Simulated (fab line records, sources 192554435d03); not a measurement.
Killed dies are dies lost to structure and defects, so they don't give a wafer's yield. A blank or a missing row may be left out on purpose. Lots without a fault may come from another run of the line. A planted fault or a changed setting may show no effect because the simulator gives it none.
fab line records | flow n5_finfet
record lots=6 wafers=18 last_day=17
route steps=1938 shown FIN_CUT@163 BEOL_M4@1111 PASSIVATION@1936
lots that met no fault: from a run of the same line without faults
start_h: hours from the record's first day to the start of the lot's first wafer shown | wait_h: hours since the lot's step before | " the same as in the row above | L1.1+2: a row that stands for several wafers | - no value, or no start given | * or withheld: withheld | < > ~ a bound
route shown NAME@n: a module of which the file shows steps, and the number in the route of the first | usual: mean/standard deviation of fault-free wafers | same: alike in all rows | chamber/n: place in a boat | sites: the reading at each site | _std_site: their standard deviation | _edge_site: outer sites' mean less inner sites' | radius_mm: how far each site lies from the wafer's centre | mask NAME#n: copy n | behind: the tool/chamber that last shaped the wafer | hold: why the lot was held/for how many hours/how that ended | device: the transistor (n, p or np) that didn't switch | end of line: the same wafers' tests at the end of the route | a step without rows: its recipe alone | killed: dies lost to structure and defects at the first sort, not the wafer's yield | map: a wafer's dies, x killed, . not, _ none there
set.NAME: the setting as run; set.NAME@STEP: as run at that earlier step | model.NAME: the simulator's own value behind a step, which no gauge read
lots at some steps of the route; a table a step, a row a wafer
services: from which hour (start_h, from the record's first day; less than 0 if before it) a tool's chamber was out of use, for how many hours, and why
## steps
# step N5_FIN_CUT_CD_MEAS_08
# recipe target_cd_nm=29.1 landing_energy_ev=500 detector=se_inlens polarity=opening
# usual cd_nm=29.07/0.24
# columns lot.wafer tool chamber start_h wait_h cd_nm
L468.1 cd_sem-03 0 27.93 - 28.91
L468.5 " 0 " " 29.43
L468.6 " 0 " " 29.02
L469.2 cd_sem-03 0 33.69 - 28.59
L469.3 " 0 " " 29.18
L469.6 " 0 " " 29.87
L475.3 cd_sem-02 0 70.31 - 29.13
L475.4 " 0 " " 28.84
L475.6 " 0 " " 28.58
L478.1 cd_sem-02 0 86.52 - 29.09
L478.2 " 0 " " 29.29
L478.6 " 0 " " 29.42
L489.2 cd_sem-03 0 152.21 - 29.10
L489.3 " 0 " " 29.21
L489.6 " 0 " " 29.03
L491.3 cd_sem-01 0 164.93 - 29.08
L491.4 " 0 " " 29.00
L491.5 " 0 " " 28.55
# step N5_FIN_CUT_OVL_MEAS_09
# recipe points_per_wafer=522
# usual FIN_CUT_OVL=-0.2/0.52
# columns lot.wafer tool chamber start_h wait_h FIN_CUT_OVL[nm]
L468.1 overlay-01 0 27.96 0.0 -0.3
L468.5 " 0 " " 0.6
L468.6 " 0 " " -0.5
L469.2 overlay-02 0 33.73 0.0 -0.3
L469.3 " 0 " " 0.2
L469.6 " 0 " " 0.1
L475.3 overlay-02 0 70.35 0.0 -0.9
L475.4 " 0 " " 0.3
L475.6 " 0 " " 0.3
L478.1 overlay-01 0 86.55 0.0 -0.3
L478.2 " 0 " " -0.5
L478.6 " 0 " " -0.1
L489.2 overlay-02 0 152.25 0.0 -0.2
L489.3 " 0 " " -1.2
L489.6 " 0 " " -0.9
L491.3 overlay-02 0 164.96 0.0 -0.7
L491.4 " 0 " " 0.5
L491.5 " 0 " " -0.7
# step N5_FIN_CUT_INSPECT_10
# recipe mode=adi inspect_instrument=brightfield
# usual raw_defect_count=43/11
# columns lot.wafer tool chamber start_h wait_h raw_defect_count
L468.1 defect_inspect-02 - 28.02 0.1 27
L468.5 " - " " 49
L468.6 " - " " 31
L469.2 defect_inspect-01 - 33.78 0.0 47
L469.3 " - " " 50
L469.6 " - " " 60
L475.3 defect_inspect-02 - 70.40 0.0 30
L475.4 " - " " 51
L475.6 " - " " 36
L478.1 defect_inspect-01 - 86.61 0.1 66
L478.2 " - " " 69
L478.6 " - " " 62
L489.2 defect_inspect-01 - 152.30 0.0 38
L489.3 " - " " 36
L489.6 " - " " 44
L491.3 defect_inspect-01 - 165.01 0.0 33
L491.4 " - " " 41
L491.5 " - " " 32
# step N5_FIN_CUT_DESCUM_13
# recipe chemistry=O2 time_s=7 source_power_w=50 bias_power_w=20 pressure_mtorr=20 rf_frequency_hz=2.712e+07 temp_c=40 resist=CAR-EUV o2_flow_sccm=225
# usual drypump_motor_current_A=5.7/0.48 oes_product_au=0.81/0.074 rf_vpp_V=243.2/1.2 showerhead_plenum_p_Torr=2.11/0.048 throttle_valve_pct=20.37/0.23
# columns lot.wafer tool chamber start_h wait_h drypump_motor_current_A oes_product_au rf_hours_counter_h rf_vpp_V showerhead_plenum_p_Torr throttle_valve_pct
L468.1 rie_diel-05 3 28.05 0.0 6.4 0.89 42 241.5 2.07 20.70
L468.5 " 3 " " 6.4 0.89 - 242.3 2.07 20.68
L468.6 " 0 " " 5.8 0.76 - 243.8 2.06 20.21
L469.2 rie_diel-03 0 33.81 0.0 5.3 0.90 33 243.3 2.06 20.40
L469.3 " 1 " " 4.8 0.70 228 243.2 2.16 20.74
L469.6 " 1 " " 4.8 0.70 - 245.8 2.16 20.73
L475.3 rie_diel-02 1 70.43 0.0 5.7 0.85 58 242.0 2.03 20.22
L475.4 " 3 " " 5.4 0.78 133 241.4 2.10 20.59
L475.6 " 0 " " 5.4 0.94 - 241.4 2.08 20.04
L478.1 rie_diel-03 0 86.77 0.2 5.3 0.87 48 243.1 2.06 20.45
L478.2 " 1 " " 4.8 0.69 243 244.9 2.15 20.75
L478.6 " 1 " " 4.8 0.69 - 244.4 2.15 20.75
L489.2 rie_diel-05 1 152.51 0.2 5.7 0.75 152 245.2 2.17 20.18
L489.3 " 3 " " 6.4 0.85 76 242.2 2.06 20.75
L489.6 " 3 " " 6.4 0.84 - 241.8 2.06 20.72
L491.3 rie_diel-05 3 165.05 0.0 6.4 0.84 79 242.4 2.05 20.75
L491.4 " 2 " " 5.9 0.82 92 243.7 2.12 20.25
L491.5 " 1 " " 5.6 0.74 - 245.7 2.17 20.21
# step N5_FIN_CUT_ETCH_30
# recipe chemistry=N2/H2 target=underlayer target_depth_a=130 mask_material=CAR-EUV time_s=10.4 ion_energy_ev=200 pressure_mtorr=30 source_w=840 bias_w=150 n2_flow_sccm=200 h2_flow_sccm=200 ends=cleared
# step N5_FIN_CUT_ETCH_20
# recipe chemistry=CF4 target=SiARC target_depth_a=260 mask_material=CAR-EUV time_s=43.3 ion_energy_ev=80 pressure_mtorr=40 source_w=545 bias_w=36 Ar_flow_sccm=100 cf4_flow_sccm=100 ends=cleared
# usual drypump_motor_current_A=5.7/0.48 etch_rf_on_time_s=42.6/1.1 oes_product_au=0.70/0.07 rf_vpp_V=184.1/0.99 showerhead_plenum_p_Torr=2.14/0.048 throttle_valve_pct=15.49/0.25
# columns lot.wafer tool chamber start_h wait_h drypump_motor_current_A etch_rf_on_time_s oes_product_au rf_hours_counter_h rf_vpp_V showerhead_plenum_p_Torr throttle_valve_pct
L468.1 rie_diel-05 3 28.11 0.0 6.4 42.6 0.75 42 183.2 2.11 15.71
L468.5 " 3 " " 6.4 42.5 0.75 - 183.8 2.11 15.70
L468.6 " 0 " " 5.8 43.9 0.64 - 182.9 2.14 15.61
L469.2 rie_diel-03 0 33.87 0.0 5.3 42.2 0.77 33 182.1 2.10 15.38
L469.3 " 1 " " 4.8 44.1 0.60 228 184.3 2.20 15.89
L469.6 " 1 " " 4.8 43.8 0.60 - 183.2 2.20 15.88
L475.3 rie_diel-02 1 70.49 0.0 5.7 41.6 0.73 58 182.3 2.08 15.37
L475.4 " 3 " " 5.4 43.1 0.66 133 184.9 2.12 15.63
L475.6 " 0 " " 5.4 40.5 0.84 - 184.6 2.10 14.95
L478.1 rie_diel-03 0 86.82 0.0 5.3 42.1 0.76 48 183.5 2.09 15.40
L478.2 " 1 " " 4.8 43.2 0.60 243 185.1 2.20 15.91
L478.6 " 1 " " 4.8 43.0 0.60 - 184.2 2.20 15.90
L489.2 rie_diel-05 1 152.57 0.0 5.6 42.8 0.65 152 184.7 2.21 15.42
L489.3 " 3 " " 6.4 42.6 0.71 76 183.9 2.10 15.78
L489.6 " 3 " " 6.4 42.3 0.72 - 183.8 2.10 15.78
L491.3 rie_diel-05 3 165.10 0.0 6.4 42.7 0.71 79 182.6 2.10 15.79
L491.4 " 2 " " 5.9 41.9 0.71 92 184.8 2.16 15.40
L491.5 " 1 " " 5.7 42.7 0.64 - 184.1 2.21 15.42
# step N5_FIN_CUT_ETCH_21
# recipe chemistry=N2/H2 target=SOC target_depth_a=2190 overetch_a=438 mask_material=SiARC temp_c=40 ion_energy_ev=100 bias_w=61 time_s=523.5 pressure_mtorr=30 source_w=850 n2_flow_sccm=200 h2_flow_sccm=200
# usual drypump_motor_current_A=5.7/0.49 oes_product_au=0.74/0.066 rf_vpp_V=240.8/1.1 showerhead_plenum_p_Torr=2.55/0.054 throttle_valve_pct=17.73/0.27
# columns lot.wafer tool chamber start_h wait_h drypump_motor_current_A oes_product_au rf_hours_counter_h rf_vpp_V showerhead_plenum_p_Torr throttle_valve_pct
L468.1 rie_diel-05 3 28.15 0.0 6.4 0.80 42 241.3 2.50 18.07
L468.5 " 3 " " 6.4 0.80 - 241.0 2.50 18.06
L468.6 " 0 " " 5.9 0.69 - 241.4 2.53 17.82
L469.2 rie_diel-03 0 33.90 0.0 5.3 0.82 33 240.6 2.49 17.71
L469.3 " 1 " " 4.8 0.65 228 242.4 2.63 18.11
L469.6 " 1 " " 4.8 0.66 - 241.4 2.63 18.12
L475.3 rie_diel-02 1 70.52 0.0 5.7 0.77 58 240.6 2.47 17.70
L475.4 " 3 " " 5.4 0.71 133 242.4 2.58 18.17
L475.6 " 0 " " 5.4 0.87 - 239.5 2.52 17.38
L478.1 rie_diel-03 0 86.86 0.0 5.3 0.79 48 239.8 2.49 17.73
L478.2 " 1 " " 4.8 0.64 243 241.3 2.62 18.12
L478.6 " 1 " " 4.8 0.64 - 241.7 2.62 18.14
L489.2 rie_diel-05 1 152.61 0.0 5.7 0.69 152 242.4 2.62 17.52
L489.3 " 3 " " 6.4 0.75 76 239.8 2.49 18.12
L489.6 " 3 " " 6.4 0.76 - 239.7 2.49 18.11
L491.3 rie_diel-05 3 165.14 0.0 6.4 0.76 79 239.4 2.48 18.11
L491.4 " 2 " " 5.9 0.75 93 240.1 2.55 17.41
L491.5 " 1 " " 5.7 0.69 - 242.7 2.62 17.52
# step N5_FIN_CUT_STRIP_23
# recipe chemistry=N2/H2 temp_c=40 n2_flow_sccm=200 h2_flow_sccm=200 rf_frequency_hz=6e+07
# step N5_FIN_CUT_STRIP_31
# recipe chemistry=N2/H2 temp_c=40 n2_flow_sccm=200 h2_flow_sccm=200 rf_frequency_hz=6e+07
# step N5_FIN_CUT_STRIP_24
# recipe chemistry=CF4 resist=SiARC power_w=300 bias_power_w=75 pressure_mtorr=50 cf4_flow_sccm=150 rf_frequency_hz=6e+07
# usual drypump_motor_current_A=5.7/0.48 oes_product_au=0.80/0.07 rf_vpp_V=271.2/1.2 showerhead_plenum_p_Torr=1.80/0.046 throttle_valve_pct=13.47/0.27
# columns lot.wafer tool chamber start_h wait_h drypump_motor_current_A oes_product_au rf_hours_counter_h rf_vpp_V showerhead_plenum_p_Torr throttle_valve_pct
L468.1 rie_diel-05 3 28.47 0.0 6.4 0.86 43 271.0 1.77 13.63
L468.5 " 3 " " 6.4 0.86 - 270.7 1.77 13.62
L468.6 " 0 " " 5.8 0.74 - 269.8 1.79 13.60
L469.2 rie_diel-03 0 34.23 0.0 5.3 0.89 33 272.1 1.75 13.30
L469.3 " 1 " " 4.8 0.70 228 269.2 1.85 13.87
L469.6 " 1 " " 4.8 0.70 - 273.1 1.85 13.90
L475.3 rie_diel-02 1 70.85 0.0 5.7 0.83 58 269.4 1.74 13.29
L475.4 " 3 " " 5.4 0.76 133 271.2 1.78 13.63
L475.6 " 0 " " 5.4 0.93 - 270.6 1.74 12.86
L478.1 rie_diel-03 0 87.18 0.0 5.3 0.86 48 272.5 1.75 13.33
L478.2 " 1 " " 4.8 0.69 243 272.3 1.84 13.93
L478.6 " 1 " " 4.8 0.70 - 272.8 1.84 13.92
L489.2 rie_diel-05 1 152.93 0.0 5.7 0.74 153 272.5 1.86 13.45
L489.3 " 3 " " 6.4 0.82 76 269.9 1.76 13.70
L489.6 " 3 " " 6.4 0.81 - 271.0 1.76 13.70
L491.3 rie_diel-05 3 165.46 0.0 6.4 0.81 79 269.2 1.76 13.71
L491.4 " 2 " " 5.8 0.81 93 273.1 1.82 13.40
L491.5 " 1 " " 5.7 0.74 - 273.0 1.86 13.46
# step N5_FIN_CUT_CUT_ETCH_26
# recipe chemistry=CH3F/O2 target=SiNx target_depth_a=390 mask_material=SOC time_s=55.7 pressure_mtorr=30 source_w=395 bias_w=73 Ar_flow_sccm=150 CH3F_flow_sccm=30 O2_flow_sccm=20 ion_energy_ev=120
# usual drypump_motor_current_A=5.7/0.48 oes_product_au=0.81/0.079 rf_vpp_V=300/6.6 showerhead_plenum_p_Torr=2.00/0.041 throttle_valve_pct=16.24/0.23
# columns lot.wafer tool chamber start_h wait_h drypump_motor_current_A oes_product_au rf_hours_counter_h rf_vpp_V showerhead_plenum_p_Torr throttle_valve_pct
L468.1 rie_diel-05 3 28.49 0.0 6.4 0.87 43 299 1.97 16.48
L468.5 " 3 " " 6.4 0.87 - 297 1.97 16.48
L468.6 " 0 " " 5.8 0.74 - 305 1.99 16.33
L469.2 rie_diel-03 0 34.25 0.0 5.3 0.91 33 307 1.96 16.18
L469.3 " 1 " " 4.8 0.71 229 307 2.05 16.60
L469.6 " 1 " " 4.8 0.71 - 307 2.05 16.59
L475.3 rie_diel-02 1 70.87 0.0 5.7 0.85 58 301 1.95 16.16
L475.4 " 3 " " 5.4 0.77 133 306 1.98 16.40
L475.6 " 0 " " 5.4 0.97 - 309 1.97 15.81
L478.1 rie_diel-03 0 87.20 0.0 5.3 0.88 48 306 1.96 16.20
L478.2 " 1 " " 4.8 0.70 243 306 2.05 16.63
L478.6 " 1 " " 4.8 0.70 - 307 2.05 16.64
L489.2 rie_diel-05 1 152.95 0.0 5.6 0.75 153 291 2.06 16.13
L489.3 " 3 " " 6.4 0.84 76 299 1.96 16.52
L489.6 " 3 " " 6.4 0.84 - 300 1.96 16.53
L491.3 rie_diel-05 3 165.48 0.0 6.4 0.84 79 297 1.96 16.54
L491.4 " 2 " " 5.9 0.83 93 289 2.02 16.10
L491.5 " 1 " " 5.6 0.75 - 292 2.06 16.12
# step N5_FIN_CUT_CUT_ETCH_27
# recipe chemistry=CHF3/O2 target=SiO2 target_depth_a=40 mask_material=SOC overetch_a=20 time_s=4.9 pressure_mtorr=30 source_w=650 bias_w=170 Ar_flow_sccm=200 CHF3_flow_sccm=50 O2_flow_sccm=5 ion_energy_ev=200
# step N5_FIN_CUT_PRECLEAN_35
# recipe time_s=13.3 temp_c=45 pressure_torr=125 p_hf_torr=3 p_coreactant_torr=25 chemistry=vHF
# usual drypump_motor_current_A=5.48/0.21 time_s=13.3/0
# columns lot.wafer tool chamber start_h wait_h drypump_motor_current_A time_s
L468.1 vapor_etch-02 0 28.60 0.0 5.32 13.3
L468.5 " 1 " " 5.58 13.3
L468.6 " 0 " " 5.32 13.3
L469.2 vapor_etch-01 1 34.36 0.0 5.85 13.3
L469.3 " 0 " " 5.19 13.3
L469.6 " 1 " " 5.85 13.3
L475.3 vapor_etch-02 1 71.00 0.1 5.59 12.045
L475.4 " 0 " " 5.31 13.3
L475.6 " 1 " " 5.57 13.3
L478.1 vapor_etch-02 0 87.32 0.0 5.32 12.045
L478.2 " 1 " " 5.59 13.3
L478.6 " 0 " " 5.32 13.3
L489.2 vapor_etch-02 1 153.06 0.0 5.58 13.3
L489.3 " 1 " " 5.57 13.3
L489.6 " 1 " " 5.55 13.3
L491.3 vapor_etch-01 1 165.61 0.1 5.85 13.3
L491.4 " 0 " " 5.21 13.3
L491.5 " 0 " " 5.22 13.3
# step N5_FIN_CUT_CUT_ETCH_15
# recipe chemistry=HBr/Cl2/O2 target=Si target_depth_a=1000 bt_time_s=10 mask_material=SOC time_s=42.4 ion_energy_ev=* bias_w=* pressure_mtorr=10 icp_w=800 HBr_flow_sccm=150 Cl2_flow_sccm=80 O2_flow_sccm=12
# step N5_BEOL_M4_RC_MEAS_101
# usual DIBL_N=36.0/2.2 DIBL_P=35.9/2.6 IOFF_N=0.16/0.038 IOFF_P=0.21/0.042 ION_N=675/15 ION_P=463/10 SS_N=71.5/0.62 SS_P=73.2/0.76 VT_N=250/4.1 VT_P=-251/3.6
# columns lot.wafer tool chamber start_h wait_h DIBL_N[mV/V] DIBL_P[mV/V] IOFF_N[nA/um] IOFF_P[nA/um] ION_N[uA/um] ION_P[uA/um] SS_N[mV/dec] SS_P[mV/dec] VT_N[mV] VT_P[mV]
L468.1 prober-01 0 164.54 0.0 37.6 36.9 0.17 0.23 690 472 72.3 74.0 251 -250
L468.5 " 0 " " 34.1 34.2 0.12 0.19 656 460 71.1 72.2 256 -249
L468.6 " 0 " " 37.6 37.2 0.17 0.23 681 473 71.8 73.5 248 -248
L469.2 prober-01 0 168.90 0.2 33.5 33.4 0.11 0.16 672 464 71.0 72.3 257 -252
L469.3 " 0 " " 35.0 36.4 0.13 0.21 669 466 70.8 73.8 253 -248
L469.6 " 0 " " 35.0 36.1 0.13 0.19 675 463 71.6 73.9 254 -252
L475.3 prober-01 0 214.59 0.3 37.3 36.8 0.17 0.23 674 467 72.5 73.3 248 -250
L475.4 " 0 " " 34.7 34.1 0.12 0.18 678 471 71.6 73.0 252 -252
L475.6 " 0 " " 33.4 33.1 0.12 0.17 682 472 70.7 71.9 252 -253
L478.1 prober-01 0 227.47 0.0 36.2 36.4 0.15 0.18 683 456 71.6 72.8 250 -254
L478.2 " 0 " " 38.2 38.9 0.19 0.21 684 456 72.0 73.9 249 -251
L478.6 " 0 " " 34.1 33.8 0.13 0.15 679 457 70.7 72.2 251 -256
L489.2 prober-02 0 290.32 0.2 35.4 35.1 0.15 0.23 689 476 71.6 72.3 251 -248
L489.3 " 0 " " 36.3 35.1 0.17 0.23 670 457 71.5 73.2 251 -247
L489.6 " 0 " " 37.3 37.0 0.20 0.27 702 480 71.6 73.8 246 -244
L491.3 prober-02 0 306.66 0.3 34.1 34.9 0.15 0.21 684 474 71.1 73.1 247 -249
L491.4 " 0 " " 32.8 30.7 0.12 0.16 666 459 71.3 71.2 251 -253
L491.5 " 0 " " 36.8 37.0 0.20 0.25 690 472 71.9 73.3 244 -245
# step N5_PASSIVATION_PROBE_49
# usual defect_limited_yield=91.4/1.6 killed_at_M0_to_M3=35/10 killed_at_M4_up=12/4.7 killed_at_contacts=12/5.8 killed_at_front_end=38/12 killed_at_other=4/3.2 killed_dies=102/18 killed_open=68/14 killed_short=32/8 sort_bin_5_function=5.1/0.96 sort_bin_6_memory=3.2/0.77 sort_n_pass=1078/20 sort_yield_pct=91.3/1.7
# same gross_dies=1180 killed_at_back_side=0 sort_bin_4_leakage[%]=0 sort_bin_8_speed[%]=0
# columns lot.wafer tool chamber start_h wait_h defect_limited_yield[%] killed_at_M0_to_M3 killed_at_M4_up killed_at_contacts killed_at_front_end killed_at_other killed_dies killed_open killed_short sort_bin_5_function[%] sort_bin_6_memory[%] sort_n_pass sort_yield_pct[%]
L468.1 prober-01 - 264.07 0.0 90.9 43 8 8 41 7 107 76 30 5.4 3.3 1073 90.9
L468.5 prober-01 - 264.27 0.2 90.8 32 13 5 57 2 109 63 44 6.2 2.6 1071 90.8
L468.6 prober-01 - 264.32 0.3 91.2 30 5 3 62 4 104 67 33 4.8 3.8 1076 91.2
L475.3 prober-01 - 327.68 0.1 92.5 43 8 12 23 3 89 55 34 5.0 2.4 1091 92.5
L475.4 prober-01 - 327.73 0.2 92.0 38 12 6 33 5 94 66 27 4.7 3.2 1086 92.0
L475.6 prober-01 - 327.83 0.3 91.9 25 10 13 44 3 95 59 36 4.7 3.2 1085 91.9
L478.1 prober-02 - 336.95 0.0 91.3 42 8 24 25 4 103 77 26 5.6 2.8 1077 91.3
L478.2 prober-02 - 337.00 0.1 92.0 34 16 10 31 3 94 63 31 4.7 3.0 1086 92.0
L478.6 prober-02 - 337.20 0.3 89.8 44 20 10 42 4 120 92 28 5.9 4.1 1060 89.8
# killed by level:class
L468.1 FIN_SAQP:geometric_particle:short=12 STI_FIN_REVEAL:geometric_particle:open=11 BEOL_M0_SAQP:geometric_particle:open=11 FIN_SAQP:geometric_particle:open=9 BEOL_M0_SAQP:geometric_particle:short=8 BEOL_M3:geometric_particle:open=8 BEOL_M1:geometric_particle:open=7 MOL_CONTACT_COAG:geometric_particle:open=7
L468.5 FIN_SAQP:geometric_particle:open=14 FIN_SAQP:geometric_particle:short=12 DUMMY_GATE:geometric_particle:open=8 BEOL_M0_SAQP:geometric_particle:open=8 BEOL_M0_SAQP:geometric_particle:short=8 STI_FIN_REVEAL:geometric_particle:open=7 BEOL_M1:geometric_particle:open=5 BEOL_M4:geometric_particle:open=5
L468.6 FIN_SAQP:geometric_particle:short=16 FIN_SAQP:geometric_particle:open=14 STI_FIN_REVEAL:geometric_particle:open=11 BEOL_M2:geometric_particle:open=10 DUMMY_GATE:geometric_particle:open=6 BEOL_M1:geometric_particle:open=6 BEOL_M0_SAQP:geometric_particle:short=5 BEOL_M0_SAQP:geometric_particle:open=5
L475.3 BEOL_M0_SAQP:geometric_particle:open=14 BEOL_M3:geometric_particle:open=10 MOL_CONTACT_COAG:geometric_particle:open=9 BEOL_M0_SAQP:geometric_particle:short=9 DUMMY_GATE:geometric_particle:open=6 STARTING-WAFER:geometric_particle:short=6 BEOL_M1:geometric_particle:short=4 MOL_CONTACT_COAG:geometric_particle:short=3
L475.4 BEOL_M3:geometric_particle:open=13 STI_FIN_REVEAL:geometric_particle:open=8 BEOL_M0_SAQP:geometric_particle:short=7 BEOL_M0_SAQP:geometric_particle:open=7 BEOL_M1:geometric_particle:open=7 DUMMY_GATE:geometric_particle:open=5 GATE_CUT:geometric_particle:short=5 MOL_CONTACT_COAG:geometric_particle:open=5
L475.6 MOL_CONTACT_COAG:geometric_particle:open=10 GATE_CUT:geometric_particle:open=8 FIN_SAQP:geometric_particle:short=6 BEOL_M2:geometric_particle:open=6 GATE_CUT:geometric_particle:short=5 BEOL_M4:geometric_particle:open=5 STI_FIN_REVEAL:geometric_particle:open=4 DUMMY_GATE:geometric_particle:open=4
L478.1 MOL_CONTACT_COAG:geometric_particle:open=20 BEOL_M1:geometric_particle:open=13 BEOL_M0_SAQP:geometric_particle:short=10 BEOL_M0_SAQP:geometric_particle:open=10 FIN_SAQP:geometric_particle:open=7 ILD0:geometric_particle:open=5 MOL_CONTACT_COAG:geometric_particle:short=4 BEOL_M3:geometric_particle:open=4
L478.2 MOL_CONTACT_COAG:geometric_particle:open=10 BEOL_M0_SAQP:geometric_particle:short=9 BEOL_M1:geometric_particle:open=9 BEOL_M4:geometric_particle:open=8 DUMMY_GATE:geometric_particle:open=7 BEOL_M0_SAQP:geometric_particle:open=7 STI_FIN_REVEAL:geometric_particle:open=5 BEOL_M3:geometric_particle:open=4
L478.6 BEOL_M4:geometric_particle:open=14 DUMMY_GATE:geometric_particle:open=11 BEOL_M1:geometric_particle:open=11 MOL_CONTACT_COAG:geometric_particle:open=10 BEOL_M0_SAQP:geometric_particle:short=8 BEOL_M0_SAQP:geometric_particle:open=8 BEOL_M3:geometric_particle:open=7 STARTING-WAFER:geometric_particle:open=7
## services
# columns tool chamber start_h hours kind
rie_diel-03 2 8.25 2.8 repair
vapor_etch-01 - 9.92 14.6 pm
rie_diel-05 3 11.97 4.0 repair
rie_diel-02 3 13.30 5.3 repair
rie_diel-02 3 22.54 6.3 repair
vapor_etch-01 - 75.51 0.5 repair
vapor_etch-01 0 84.13 4.2 repair
rie_diel-02 - 89.59 0.7 repair
rie_diel-02 2 95.78 4.7 repair
rie_diel-02 3 97.68 4.5 repair
vapor_etch-01 - 101.37 0.5 repair
rie_diel-03 1 109.14 - clean
rie_diel-03 1 109.14 - consumable_replace:focus_ring
rie_diel-03 1 109.14 17.6 scheduled_down
rie_diel-03 1 109.14 17.6 vent_cycle
rie_diel-02 3 119.31 7.9 repair
rie_diel-05 - 122.19 0.2 repair
rie_diel-05 3 129.67 16.7 repair
rie_diel-05 - 159.80 1.1 repair
## key
first_sign step=N5_FIN_CUT_PRECLEAN_35 reading=time_s direction=down sigmas=99+ usual=* struck=*
effect none on later readings
met_at N5_FIN_CUT_PRECLEAN_35
struck_wafers L475.3,L478.1
onset_between 28.60 71.00
fault kind=process_parameter_drift tool=vapor_etch-02 chamber=- onset_h=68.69 steps=N5_FIN_CUT_PRECLEAN_35 channel=time_s offset=* shape=step end_h=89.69 scope=struck_wafers_only stated=*
